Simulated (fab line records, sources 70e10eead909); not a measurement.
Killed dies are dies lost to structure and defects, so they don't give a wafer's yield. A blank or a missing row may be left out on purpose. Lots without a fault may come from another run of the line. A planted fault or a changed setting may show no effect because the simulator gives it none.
Chamber matching | flow nand_harc | NHARC_P_STI_ETCH_15 on rie_si-05: 4 sister chambers
The step etches the open film in HBr/Cl2, target depth 300 nm, time 100.1 s. 4 wafers are shown with their chamber, then 12 later ones without.

WAFERS WITH THEIR CHAMBER
wafer  | chamber | drypump_motor_current_A (A)
L087.3 | 1       | 5.6
L090.4 | 0       | 6.5
L090.5 | 3       | 6.1
L090.6 | 2       | 6.4

WAFERS WITHOUT THEIR CHAMBER
wafer  | drypump_motor_current_A (A)
L091.1 | 6.1
L091.3 | 6.3
L091.5 | 5.6
L092.2 | 5.6
L092.4 | 6.5
L092.6 | 6.1
L096.1 | 6.1
L096.2 | 6.5
L096.5 | 6.5
L097.2 | 6.1
L097.3 | 6.5
L097.4 | 5.6

WHICH CHAMBER EACH WENT THROUGH
wafer  | from the rows above | in truth
L091.1 | 3                   | 3
L091.3 | 2                   | 2
L091.5 | 1                   | 1
L092.2 | 1                   | 1
L092.4 | 0                   | 0
L092.6 | 3                   | 3
L096.1 | 3                   | 3
L096.2 | 0                   | 0
L096.5 | 0                   | 0
L097.2 | 3                   | 3
L097.3 | 0                   | 0
L097.4 | 1                   | 1
Placed correctly: 12 of 12. Can't be placed from these rows: 0. Placed wrongly: 0.
How it was worked out, from the rows above alone: a wafer's distance from a chamber is the root of the sum, over the readings, of the square of ((its reading less the chamber's mean) divided by the reading's scatter). The wafer belongs to the nearest chamber; if the next one is less than 2 further off, it can't be placed. A chamber's mean is the mean of its shown wafers. The scatter: with one shown wafer a chamber, the root of the mean of the squares of how far each hidden wafer lies from its nearest shown one.
